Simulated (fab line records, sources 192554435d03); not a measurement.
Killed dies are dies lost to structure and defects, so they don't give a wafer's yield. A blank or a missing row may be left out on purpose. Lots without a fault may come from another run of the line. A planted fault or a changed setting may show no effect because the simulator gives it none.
A struck lot beside a sound one | flow n5_finfet | 40 steps out of a route of 1938
Sound: wafers L127.2, L127.5, L127.6. Struck: wafers L142.1, L142.3. (L142.2 of the same lot was not struck and is left out.) The cause comes at the end.
At each step with rows: each side's tool, then ch and its chambers, then its first start. Under that, the readings that differ: sound wafers | struck wafers | difference of the means | sigmas: that difference in standard deviations of wafers without a fault.
alike: readings whose means differ by less than 2 such deviations, and words and numbers that are the same on both sides. not compared: withheld readings, readings that some wafer has no value for, bounds like >300 that may hide the same value, and numbers for which the record gives no deviation and whose values overlap.
The two part at a step that has a row with sigmas, a row that says differs or no value, or rows on one side only. Numbers that don't overlap but have no deviation are shown without sigmas and don't part them. A reading that every wafer of one side lacks parts them only if that side has two wafers or more.

first, 9 steps without rows for these wafers: N5_BEOL_M4_ANNEAL_95 (time 240 s); N5_BEOL_M4_SPUTTER_96 (material Cu, target thk 4.5 nm, time 8.29 s); N5_BEOL_M4_ECD_50 (material Cu, target thk 300 nm); N5_BEOL_M4_ANNEAL_51 (time 90 s); N5_BEOL_M4_CMP_52 (polishes, stops on SiOC, t overpolish 6.8 s, target thk 40 nm); N5_BEOL_M4_PRE_CLEAN_60 (time 15 s); N5_BEOL_M4_CO_CAP_55 (material Co, precursor CCTBA/H2, target thk 2 nm, time 102.1 s); N5_BEOL_M4_PRE_CLEAN_56 (time 15 s); N5_BEOL_M4_DEP_57 (deposits SiCN from 3MS/NH3, target thk 8 nm, time 14 s).
N5_BEOL_M4_RC_MEAS_101:
  sound on prober-02 ch 0, day 8 19:04; struck on prober-01 ch 0, day 12 22:47
  reading        | sound             | struck      | difference | sigmas
  IOFF_P (nA/um) | 0.16 0.16 0.16    | 0.26 0.21   | +0.07      | +2
  ION_P (uA/um)  | 454 449 452       | 468 465     | +15        | +2
  VT_N (mV)      | 256.2 254.5 253.8 | 248.1 250.9 | -5.3       | -2
  VT_P (mV)      | -255 -254 -256    | -246 -250   | +7         | +2
  alike: DIBL_N, DIBL_P, IOFF_N, ION_N, SS_N, SS_P
then, 24 steps without rows for these wafers: N5_BEOL_M5_ILD_DEP_00 (deposits SiCOH lowk from DEMS/porogen, target thk 140.64 nm, time 25.9 s); N5_BEOL_M5_CURE_79 (cures SiCOH lowk, time 240 s); N5_BEOL_M5_PECVD_70 (deposits SiO2 from TEOS/O2, target thk 16 nm, time 18 s); N5_BEOL_M5_HM_DEP_02 (deposits TiN, target thk 20 nm); N5_BEOL_M5_COAT_59 (time 60 s, resist thk 60 nm); N5_BEOL_M5_COAT_60 (time 60 s, resist thk 12 nm); N5_BEOL_M5_COAT_71 (time 60 s, resist thk 5 nm); N5_BEOL_M5_COAT_05 (resist thk 30 nm); N5_BEOL_M5_EBR_07; N5_BEOL_M5_SOFTBAKE_06 (time 60 s); N5_BEOL_M5_EXPOSE_08 (exposes mask M5, target cd 28 nm); N5_BEOL_M5_PEB_09 (peb time 60 s); N5_BEOL_M5_DEVELOP_10 (develop time 30 s); N5_BEOL_M5_DESCUM_16 (chemistry O2, time 7 s); N5_BEOL_M5_ETCH_72 (etches underlayer in N2/H2, target depth 6.5 nm, time 5.2 s); N5_BEOL_M5_ETCH_61 (etches SiARC in CF4, target depth 15.6 nm, time 26 s); N5_BEOL_M5_ETCH_62 (etches SOC in N2/H2, target depth 75 nm, overetch 15 nm, time 112.5 s); N5_BEOL_M5_STRIP_63 (strips in N2/H2); N5_BEOL_M5_STRIP_73 (strips in N2/H2); N5_BEOL_M5_STRIP_64 (strips in CF4); N5_BEOL_M5_HM_OPEN_17 (chemistry Cl2/BCl3, target TiN, target depth 20 nm, overetch 6 nm); N5_BEOL_M5_STRIP_19 (strips in O2); N5_BEOL_M5_COAT_65 (time 60 s, resist thk 60 nm); N5_BEOL_M5_COAT_66 (time 60 s, resist thk 12 nm).
-- the record jumps here: 3 days lie between the struck wafers' starts before and after (it left off in module BEOL_M5 and takes up again in module BEOL_M13, whose first step shown is number 1659 of the route) --
N5_BEOL_M13_ILD_DEP_00: deposits SiOC from DEMS/O2, target thk 837.92 nm, time 166.4 s.
  sound on pecvd-02 ch 0,1,2, day 11 19:08; struck on pecvd-02 ch 0,2, day 16 06:43
  reading                                       | sound             | struck      | difference | sigmas
  run_length_s (s)                              | 210.3 212.3 212.2 | 118.3 119.1 | -92.9      | -99 or more
  model.SiOC_of_BEOL_M13_ILD_DEP_00.thk_nm (nm) | 830.6 845.2 847.6 | 382 385.6   | -457       |
  alike: heater_power_w, showerhead_plenum_p_Torr, throttle_valve_pct
N5_BEOL_M13_THK_MEAS_01:
  sound on film_metro-01, day 11 19:17; struck on film_metro-01, day 16 06:52
  reading          | sound       | struck  | difference | sigmas
  M13_ILD_THK (nm) | 830 846 848 | 382 385 | -458       | -42
N5_BEOL_M13_VIA_ETCH_16: etches SiOC in C4F8/O2/Ar, target depth 921.7 nm.
  sound on rie_diel-05 ch 1,2, day 11 19:46; struck on rie_diel-03 ch 0,3, day 16 07:28
  reading                                    | sound             | struck      | difference | sigmas
  model.etch.depth_nm (nm)                   | 830.6 845.2 847.7 | 382.1 385.5 | -457.4     |
  model.coat_of_BEOL_M13_COAT_04.thk_nm (nm) | 73.8 68.8 68.6    | 206 201.8   | +134       |
  alike: drypump_motor_current_A, oes_product_au, rf_vpp_V, showerhead_plenum_p_Torr, throttle_valve_pct
N5_BEOL_M13_STRIP_63: strips in N2/H2.
  sound on plasma_asher-01 ch 0,1, day 11 20:29; struck on plasma_asher-01 ch 1, day 16 07:42
  reading                      | sound             | struck      | difference | sigmas
  oes_product_au (a.u.)        | 0.678 0.674 0.680 | 0.787 0.782 | +0.107     | +20
  strip_time_to_endpoint_s (s) | 28.8 27.3 27.2    | 64.2 63.1   | +35.9      | +36
  alike: drypump_motor_current_A, h2_flow_sccm, heater_power_w
  not compared: rf_hours_counter_h
N5_BEOL_M13_CMP_49: polishes, stops on SiOC, t overpolish 17.1 s, target thk 420 nm.
  sound on cmp-02 ch 0,3, day 12 04:01; struck on cmp-01 ch 1,3, day 16 11:12
  reading                                       | sound           | struck      | difference | sigmas
  model.SiOC_of_BEOL_M13_ILD_DEP_00.thk_nm (nm) | 771.6 787 788.4 | 324.4 327.2 | -456.5     |
  alike: motor_current_A, retaining_ring_pressure_frac
N5_PASSIVATION_PROBE_49:
  the record has rows for the struck wafers here (prober-02, day 17 17:14) and none for the sound ones

WHERE THEY PART
First at N5_BEOL_M4_RC_MEAS_101; last, within this record, at N5_PASSIVATION_PROBE_49.

WHY: what the simulator had put in
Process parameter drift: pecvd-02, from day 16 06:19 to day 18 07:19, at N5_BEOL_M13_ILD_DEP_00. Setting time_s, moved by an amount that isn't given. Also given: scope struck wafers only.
